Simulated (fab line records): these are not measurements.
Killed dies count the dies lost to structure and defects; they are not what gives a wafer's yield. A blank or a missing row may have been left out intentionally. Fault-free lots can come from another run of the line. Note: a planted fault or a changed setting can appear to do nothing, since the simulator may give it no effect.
fab line records    flow nandHarc
record: lots: 13  wafers: 39  lastDay: 25
route steps=1159 shown A_SGD_CUT@773 A_SLIT@797 A_WL_FILL@809
lots with no fault: from the same line, run without faults
startH: start of the lot's first displayed wafer, in hours after the record's first day    waitH: time in hours since the lot's previous step    " identical to the entry in the row above    L1.1+2: a single row standing in for several wafers    - no value present, or no start provided    * or withheld: withheld    < > ~ a bound
route shown NAME@n: NAME is a module with steps in the file, n the number in the route of the first one    usual: mean/standard deviation taken from wafers without a fault    same: alike in all rows    chamber/n: place in a boat    sites: each site's reading    _std_site: their standard deviation    _edge_site: mean of outer sites minus mean of inner sites    radiusMm: how far each site lies from the wafer's centre    mask NAME#n: copy n    behind: the last tool/chamber to shape the wafer    hold: cause of the lot's hold/its duration in hours/its outcome    device: which transistor (n, p or np) failed to switch    end of line: tests run on the same wafers once the route is complete    for a step that has no rows: nothing shown but its recipe    killed: the dies lost at the first sort to structure and to defects; this is not the yield of the wafer    map: the dies of a wafer, with x for killed, . for not killed, _ for no die there
set.NAME: setting as actually run; set.NAME@STEP: the setting as run at that earlier step    model.NAME: the simulator's own value behind a step, which no gauge read
a sample of lots followed through the steps of the route, with each step as a table and each wafer as a row
services: the hour from which a tool's chamber was out of use, counted from the record's first day as startH (under 0 if before that day), plus the number of hours and why
== steps ==
step: NHARC_A_SGD_CUT_THK_MEAS_22
recipe: thkMeasGauge: ellipsometry
usual: thkNm: 148.5/1.9
lot.wafer  tool          chamber  startH  waitH  thkNm
L343.2     filmMetro-02  -        301.81  0.2    147.7
L343.3     "             -        "       "      146.8
L343.4     "             -        "       "      146.1
L346.1     filmMetro-01  -        329.44  0.2    145.5
L346.3     "             -        "       "      148.3
L346.5     "             -        "       "      151.7
L344.1     filmMetro-02  -        329.45  0.2    144.9
L344.3     "             -        "       "      145.9
L344.4     "             -        "       "      147.6
L349.2     filmMetro-02  -        335.49  0.2    148.9
L349.5     "             -        "       "      150.8
L349.6     "             -        "       "      145.1
L348.1     filmMetro-02  -        335.50  0.2    151.5
L348.4     "             -        "       "      148.5
L348.5     "             -        "       "      146.3
L347.2     filmMetro-01  -        335.50  0.2    146.1
L347.5     "             -        "       "      150.8
L347.6     "             -        "       "      146.5
L351.1     filmMetro-02  -        362.47  0.2    149.9
L351.2     "             -        "       "      151.4
L351.6     "             -        "       "      150.6
L350.2     filmMetro-01  -        362.48  0.2    147.5
L350.5     "             -        "       "      149.5
L350.6     "             -        "       "      146.3
L352.3     filmMetro-01  -        376.12  0.2    147.7
L352.4     "             -        "       "      148.4
L352.5     "             -        "       "      145.3
L355.3     filmMetro-02  -        403.46  0.2    148.1
L355.4     "             -        "       "      147.4
L355.6     "             -        "       "      146.8
L356.2     filmMetro-01  -        403.48  0.2    149.3
L356.3     "             -        "       "      148.2
L356.4     "             -        "       "      150.2
L359.1     filmMetro-02  -        431.90  0.2    148.0
L359.3     "             -        "       "      149.7
L359.4     "             -        "       "      146.7
L364.2     filmMetro-01  -        435.84  0.2    150.4
L364.4     "             -        "       "      149.1
L364.6     "             -        "       "      148.8
step: NHARC_A_SLIT_ETCH_26
recipe: biasV: 400  sourceW: 2000  pressureMtorr: 25  timeS: 90  arFlowSccm: 375  c4f8FlowSccm: 41.7  o2FlowSccm: 83.3  targetDepthA: 4000  chemistry: C4F8/O2/Ar
usual: c4f8FlowSccm: 41.71/0.12  drypumpMotorCurrentA: 5.62/0.27  showerheadPlenumPTorr: 3.81/0.1  throttleValvePct: 27.619/0.0086
lot.wafer  tool        chamber  startH  waitH  c4f8FlowSccm  drypumpMotorCurrentA  rfHoursCounterH  showerheadPlenumPTorr  throttleValvePct
L343.2     harEtch-02  1        314.39  1.2    41.72         5.86                  161              3.89                   27.603
L343.4     "           1        "       "      41.50         5.88                  -                3.89                   27.614
L343.3     "           0        "       "      41.72         5.60                  -                3.89                   27.607
L344.1     harEtch-02  1        335.42  1.3    41.63         5.89                  173              3.88                   27.602
L344.3     "           1        "       "      41.79         5.88                  -                3.88                   27.617
L344.4     "           0        "       "      41.88         5.65                  -                3.88                   27.624
L346.1     harEtch-02  0        337.10  1.2    41.70         5.60                  175              3.88                   27.627
L346.3     "           0        "       "      41.63         5.54                  -                3.88                   27.630
L346.5     "           1        "       "      41.80         5.89                  -                3.88                   27.626
L349.2     harEtch-01  0        344.61  1.3    41.69         5.08                  11               3.60                   27.638
L349.6     "           0        "       "      41.64         5.08                  -                3.60                   27.610
L349.5     "           1        "       "      41.89         5.60                  -                3.82                   27.622
L348.1     harEtch-02  0        344.78  1.2    41.68         5.58                  180              3.88                   27.638
L348.4     "           0        "       "      41.85         5.58                  -                3.88                   27.625
L348.5     "           1        "       "      41.82         5.92                  -                3.88                   27.620
L347.2     harEtch-01  1        346.28  1.2    41.74         5.62                  12               3.82                   27.619
L347.5     "           1        "       "      41.76         5.61                  -                3.82                   27.630
L347.6     "           0        "       "      41.72         5.11                  -                3.60                   27.605
L351.1     harEtch-02  0        373.08  1.2    41.55         5.61                  189              3.87                   27.622
L351.2     "           1        "       "      41.73         5.87                  189              3.87                   27.615
L351.6     "           1        "       "      41.58         5.89                  -                3.87                   27.624
L350.2     harEtch-02  1        374.75  1.2    41.60         5.90                  191              3.87                   27.621
L350.6     "           1        "       "      41.80         5.91                  -                3.87                   27.613
L350.5     "           0        "       "      41.71         5.61                  -                3.87                   27.616
L352.3     harEtch-01  0        385.12  0.8    41.53         5.07                  -                3.59                   27.608
L352.4     "           1        "       "      41.91         5.58                  -                3.81                   27.619
L352.5     "           0        "       "      41.62         5.10                  -                3.59                   27.610
L355.3     harEtch-02  0        410.49  0.8    41.74         5.65                  -                3.86                   27.616
L355.4     "           1        "       "      41.88         5.88                  -                3.86                   27.612
L355.6     "           1        "       "      41.72         5.89                  -                3.86                   27.615
L356.2     harEtch-02  0        412.13  1.0    41.72         5.59                  209              3.86                   27.618
L356.4     "           1        "       "      41.67         5.89                  -                3.86                   27.621
L356.3     "           0        "       "      41.65         5.65                  -                3.86                   27.623
L359.1     harEtch-02  0        438.89  1.0    41.82         5.61                  210              3.86                   27.620
L359.4     "           1        "       "      41.48         5.90                  -                3.86                   27.617
L359.3     "           0        "       "      41.78         5.59                  -                3.86                   27.635
L364.2     harEtch-02  1        448.08  1.2    41.59         5.91                  219              3.85                   27.618
L364.4     "           1        "       "      41.68         5.88                  -                3.85                   27.608
L364.6     "           0        "       "      41.91         5.57                  -                3.85                   27.626
step: NHARC_A_WL_FILL_ALD_00
recipe: targetThkA: 30  pulseTimeS: 3  aldCycles: 30  tempC: 300  material: Al2O3
usual: heaterPowerW: 469/55  precursorPulseHeightRel: 0.999/0.019
same: aldCycles: 30
lot.wafer  tool      chamber  startH  waitH  heaterPowerW  precursorPulseHeightRel
L343.2     aldHk-01  1        323.78  0.5    378           0.936
L343.4     "         2        "       "      433           0.985
L343.3     "         0        "       "      534           1.017
L344.4     aldHk-01  0        344.34  0.1    536           1.011
L344.1     "         1        "       "      373           1.002
L344.3     "         2        "       "      445           1.015
L346.3     aldHk-01  0        344.48  0.2    525           1.024
L346.1     "         3        "       "      444           1.006
L346.5     "         0        "       "      528           1.020
L348.1     aldHk-02  2        353.59  0.1    455           0.972
L348.4     "         3        "       "      494           1.027
L348.5     "         3        "       "      499           0.994
L349.2     aldHk-01  3        353.60  0.1    455           1.012
L349.5     "         3        "       "      439           0.961
L349.6     "         0        "       "      519           1.003
L347.2     aldHk-02  2        353.81  0.3    444           1.008
L347.6     "         0        "       "      434           1.015
L347.5     "         1        "       "      520           1.018
L350.2     aldHk-02  3        382.06  0.1    498           0.997
L350.5     "         3        "       "      502           1.005
L350.6     "         0        "       "      440           0.985
L351.1     aldHk-01  3        382.09  0.1    447           0.977
L351.2     "         0        "       "      518           1.000
L351.6     "         2        "       "      434           0.962
L352.4     aldHk-01  0        393.56  0.1    535           0.990
L352.3     "         1        "       "      384           1.010
L352.5     "         3        "       "      445           1.014
L355.4     aldHk-01  2        418.50  0.1    440           1.019
L355.3     "         0        "       "      505           1.002
L355.6     "         2        "       "      435           0.996
L356.3     aldHk-03  1        418.61  0.2    448           1.006
L356.2     "         2        "       "      458           0.977
L356.4     "         3        "       "      505           1.000
L359.3     aldHk-02  3        447.78  0.1    506           0.996
L359.4     "         0        "       "      432           0.986
L359.1     "         2        "       "      463           1.007
L364.2     aldHk-01  2        455.38  0.1    438           0.975
L364.4     "         3        "       "      442           1.010
L364.6     "         3        "       "      450           0.967
step: NHARC_A_WL_FILL_ETCHBACK_05
recipe: targetDepthA: 220  timeS: 60  tempC: 40  chemistry: Cl2/BCl3
usual: drypumpMotorCurrentA: 6.08/0.23  oesProductAu: 0.997/0.0091  runLengthS: 81.2/0.63
lot.wafer  tool         chamber  startH  waitH  drypumpMotorCurrentA  oesProductAu  rfHoursCounterH  runLengthS
L343.2     rieMetal-03  1        328.35  0.2    6.51                  0.994         1.1              81.3
L343.4     "            1        "       "      6.50                  0.996         -                80.9
L343.3     "            0        "       "      6.27                  1.007         -                80.8
L344.1     rieMetal-02  0        353.18  0.2    6.23                  1.005         4.2              80.3
L344.4     "            1        "       "      5.88                  0.984         -                81.2
L344.3     "            0        "       "      6.24                  0.997         -                80.5
L346.1     rieMetal-01  0        355.98  0.2    6.00                  1.003         0.4              82.1
L346.3     "            0        "       "      5.99                  1.001         -                82.3
L346.5     "            1        "       "      5.87                  0.993         -                81.8
L348.1     rieMetal-03  1        359.33  0.2    6.52                  0.994         2.2              80.6
L348.4     "            0        "       "      6.27                  0.996         -                81.0
L348.5     "            1        "       "      6.52                  0.996         -                80.9
L347.2     rieMetal-01  1        360.08  0.2    5.88                  0.991         0.7              82.0
L347.5     "            1        "       "      5.84                  0.983         -                82.0
L347.6     "            0        "       "      5.99                  0.999         -                82.2
L349.2     rieMetal-02  1        362.16  0.2    5.89                  0.994         4.7              81.1
L349.6     "            1        "       "      5.88                  0.994         -                81.4
L349.5     "            0        "       "      6.25                  1.001         -                80.2
L351.1     rieMetal-01  0        395.28  0.2    6.00                  1.005         1.0              82.1
L351.2     "            1        "       "      5.85                  0.986         1.0              81.6
L351.6     "            0        "       "      6.00                  0.999         -                82.3
L350.2     rieMetal-03  0        395.56  0.2    6.30                  0.999         2.9              81.0
L350.6     "            0        "       "      6.27                  0.996         -                81.4
L350.5     "            1        "       "      6.50                  0.995         -                80.6
L352.3     rieMetal-01  0        399.67  0.1    5.98                  1.002         -                82.0
L352.4     "            1        "       "      5.84                  0.990         -                82.0
L352.5     "            0        "       "      6.02                  1.006         -                82.1
L355.4     rieMetal-02  0        424.78  0.2    6.22                  0.998         -                59.7
L355.3     "            1        "       "      5.85                  0.989         -                81.5
L355.6     "            0        "       "      6.23                  1.006         -                60.1
L356.2     rieMetal-02  0        427.65  0.2    6.24                  1.001         1.1              60.2
L356.4     "            1        "       "      5.88                  1.000         -                81.4
L356.3     "            0        "       "      6.24                  1.008         -                59.8
L359.1     rieMetal-01  1        455.20  0.4    5.83                  0.985         3.1              81.9
L359.3     "            1        "       "      5.82                  0.984         -                81.7
L359.4     "            1        "       "      5.82                  0.984         -                81.8
L364.2     rieMetal-01  0        461.25  0.2    6.02                  1.004         3.2              81.8
L364.4     "            0        "       "      6.02                  1.000         -                81.9
L364.6     "            1        "       "      5.85                  0.980         -                81.7
== services ==
tool         chamber  startH  hours  kind
harEtch-01   -        308.40  17.0   pm
rieMetal-02  1        318.62  1.5    repair
aldHk-03     -        326.14  10.0   pm
rieMetal-01  -        332.00  9.0    pm
rieMetal-01  0        332.00  9.0    ventCycle
rieMetal-01  1        332.00  9.0    ventCycle
rieMetal-01  0        341.00  -      clean
rieMetal-01  1        341.00  -      clean
rieMetal-03  1        373.84  18.6   repair
rieMetal-02  -        388.00  9.0    pm
rieMetal-02  0        388.00  9.0    ventCycle
rieMetal-02  1        388.00  9.0    ventCycle
aldHk-01     -        406.83  10.0   pm
aldHk-01     0        406.83  10.0   ventCycle
aldHk-01     1        406.83  10.0   ventCycle
aldHk-01     2        406.83  10.0   ventCycle
aldHk-01     3        406.83  10.0   ventCycle
aldHk-01     0        416.83  -      clean
aldHk-01     1        416.83  -      clean
aldHk-01     2        416.83  -      clean
aldHk-01     3        416.83  -      clean
rieMetal-03  -        453.00  9.0    pm
rieMetal-01  0        453.27  5.8    repair
aldHk-02     -        458.25  10.0   pm
== key ==
firstSign: step: NHARC_A_WL_FILL_ETCHBACK_05  reading: runLengthS  direction: down  sigmas: 34  usual: *  struck: *
effect none on later readings
metAt NHARC_A_WL_FILL_ETCHBACK_05
struckLots L355,L356
struckWafers L355.4,L355.6,L356.2,L356.3
testerLeftOut L355,L356
notActingAt NHARC_A_SGD_CUT_THK_MEAS_22,NHARC_A_SLIT_ETCH_26,NHARC_A_WL_FILL_ALD_00
onsetBetween 362.16 424.78
fault: kind: processParameterDrift  tool: rieMetal-02  chamber: 0  onsetH: 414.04  steps: NHARC_A_WL_FILL_ETCHBACK_05  channel: timeS  offset: *  shape: step  endH: 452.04  actsIn: *  stated: *
testerLeftOut: of these lots the tester's yield and bins aren't shown, on N5 and GAA mostly nor the transistor test; their killed dies are dies lost to structure and defects alone, not to doping, threshold or leakage, so they don't give the yield
